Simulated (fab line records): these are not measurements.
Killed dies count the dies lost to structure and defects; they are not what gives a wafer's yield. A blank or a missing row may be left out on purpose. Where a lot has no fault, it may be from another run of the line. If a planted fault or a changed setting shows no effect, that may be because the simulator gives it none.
A lot that was struck, set against a sound lot ; flow n5 finfet ; 16 steps out of a route of 1938
Sound: these wafers, L867.2, L867.3, L867.6. Wafers L872.2, L872.4, L872.5 were the ones struck. The cause is named last.
Per side, at each step with rows, come the tool, then ch with its chambers, and then its first start. Under that, the readings that differ: sound wafers ; struck wafers ; difference of the means ; sigmas: that difference in standard deviations of wafers without a fault.
alike: a reading whose means differ by less than 2 such deviations, as well as words and numbers matching on both sides. not compared: withheld readings; readings where some wafer has no value; bounds like >300 that might hide an equal value; numbers whose values overlap and for which the record gives no deviation.
Wherever a step has rows on one side only, a row that says differs or no value, or a row with sigmas, the two part there. When numbers do not overlap yet have no deviation, they are printed without sigmas and do not part them. A reading missing from all wafers of one side parts the sides only when that side holds two or more wafers.

first, 3 steps without rows for these wafers: N5_BEOL_M2_SPUTTER_81 (material Cu, target thk 4.5 nm, time 8.29 s); N5_BEOL_M2_ANNEAL_82 (time 240 s); N5_BEOL_M2_SPUTTER_86 (material Cu, target thk 4.5 nm, time 8.29 s).
N5_BEOL_M2_ANNEAL_87: time 240 s.
  struck on pvd sputter-01, day 8 21:06; sound on pvd sputter-03, day 7 06:18
  alike: heater power w
then, 2 steps without rows for these wafers: N5_BEOL_M2_SPUTTER_88 (material Cu, target thk 4.5 nm, time 8.29 s); N5_BEOL_M2_ANNEAL_89 (time 240 s).
N5_BEOL_M2_SPUTTER_90: material Cu, target thk 4.5 nm, time 8.29 s.
  struck on pvd sputter-01, day 8 21:28; sound on pvd sputter-03, day 7 06:40
  alike: chamber pressure pa, chuck gas flow sccm, throttle valve pct
then, 1 step without rows for these wafers: N5_BEOL_M2_ANNEAL_91 (time 240 s).
N5_BEOL_M2_SPUTTER_92: material Cu, target thk 4.5 nm, time 8.29 s.
  struck on pvd sputter-01, day 8 21:41; sound on pvd sputter-03, day 7 06:53
  alike: chamber pressure pa, chuck gas flow sccm, throttle valve pct
then, 1 step without rows for these wafers: N5_BEOL_M2_ANNEAL_93 (time 240 s).
N5_BEOL_M2_SPUTTER_94: material Cu, target thk 4.5 nm, time 8.29 s.
  struck on pvd sputter-01, day 8 21:54; sound on pvd sputter-03, day 7 07:06
  alike: chamber pressure pa, chuck gas flow sccm, throttle valve pct
N5_BEOL_M2_ANNEAL_95: time 240 s.
  struck on pvd sputter-01, day 8 21:59; sound on pvd sputter-03, day 7 07:11
  alike: heater power w
N5_BEOL_M2_SPUTTER_96: material Cu, target thk 4.5 nm, time 8.29 s.
  struck on pvd sputter-01, day 8 22:07; sound on pvd sputter-03, day 7 07:19
  no value came back on the struck wafers for chamber pressure pa (Pa), chuck gas flow sccm (sccm), throttle valve pct (%); on the sound wafers chamber pressure pa (Pa) reads 0.06983 0.07034 0.06975
then, 1 step without rows for these wafers: N5_BEOL_M2_ECD_50 (material Cu, target thk 300 nm).
N5_BEOL_M4_RC_MEAS_101:
  sound on prober-01 ch 0, day 8 13:46; struck on prober-02 ch 0, day 10 00:23
  alike: DIBL_N, DIBL_P, IOFF_N, IOFF_P, ION_N, ION_P, SS_N, SS_P, VT_N, VT_P
-- a jump in the record: the struck wafers' starts before and after are 4 days apart (it breaks off in module BEOL_M4 and resumes in module PASSIVATION, where the first step shown is number 1936 of the route) --
N5_PASSIVATION_PROBE_49:
  struck on prober-01, day 14 11:22; sound on prober-02, day 12 20:22
  alike: defect limited yield, killed_at_M0_to_M3, killed_at_M4_up, killed at contacts, killed at front end, killed at other, killed dies, killed open, killed short, sort_bin_4_leakage, sort_bin_5_function, sort_bin_6_memory, sort n pass, sort yield pct

## WHERE THEY PART
At N5_BEOL_M2_SPUTTER_96 and nowhere else, as far as this record goes. Later steps at which nothing parts them and some readings are alike: N5_BEOL_M4_RC_MEAS_101, N5_PASSIVATION_PROBE_49.

WHY: what had been put in by the simulator
Whole step skipped at N5_BEOL_M2_SPUTTER_96 on pvd sputter-01, starting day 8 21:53. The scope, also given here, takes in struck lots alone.
